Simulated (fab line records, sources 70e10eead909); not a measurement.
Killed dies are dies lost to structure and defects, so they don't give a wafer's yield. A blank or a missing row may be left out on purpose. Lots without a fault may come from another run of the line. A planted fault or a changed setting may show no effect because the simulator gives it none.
Chamber matching | flow nand_harc | NHARC_A_STAIRCASE_TRIM_20 on rie_diel-07: 4 sister chambers
The step chemistry O2, time 211.2 s. 8 wafers are shown with their chamber, then 7 later ones without.

WAFERS WITH THEIR CHAMBER
wafer  | chamber | drypump_motor_current_A (A) | showerhead_plenum_p_Torr (Torr)
L082.1 | 0       | 5.8                         | 3.36
L082.2 | 1       | 5.8                         | 3.53
L082.4 | 3       | 6.3                         | 3.56
L084.2 | 0       | 5.8                         | 3.35
L084.3 | 2       | 5.9                         | 3.32
L084.6 | 3       | 6.3                         | 3.56
L091.1 | 2       | 6.0                         | 3.30
L091.2 | 1       | 5.8                         | 3.52

WAFERS WITHOUT THEIR CHAMBER
wafer  | drypump_motor_current_A (A) | showerhead_plenum_p_Torr (Torr)
L091.3 | 6.2                         | 3.55
L092.1 | 6.0                         | 3.30
L092.3 | 5.8                         | 3.34
L092.4 | 6.3                         | 3.55
L093.1 | 5.8                         | 3.51
L093.2 | 5.8                         | 3.34
L093.4 | 5.9                         | 3.30

WHICH CHAMBER EACH WENT THROUGH
wafer  | from the rows above | in truth
L091.3 | 3                   | 3
L092.1 | 2                   | 2
L092.3 | 0                   | 0
L092.4 | 3                   | 3
L093.1 | 1                   | 1
L093.2 | 0                   | 0
L093.4 | 2                   | 2
Placed correctly: 7 of 7. Can't be placed from these rows: 0. Placed wrongly: 0.
How it was worked out, from the rows above alone: a wafer's distance from a chamber is the root of the sum, over the readings, of the square of ((its reading less the chamber's mean) divided by the reading's scatter). The wafer belongs to the nearest chamber; if the next one is less than 2 further off, it can't be placed. A chamber's mean is the mean of its shown wafers. The scatter: the root of (the sum of the squares of (reading less its chamber's mean) over the shown wafers, divided by (wafers less chambers)).
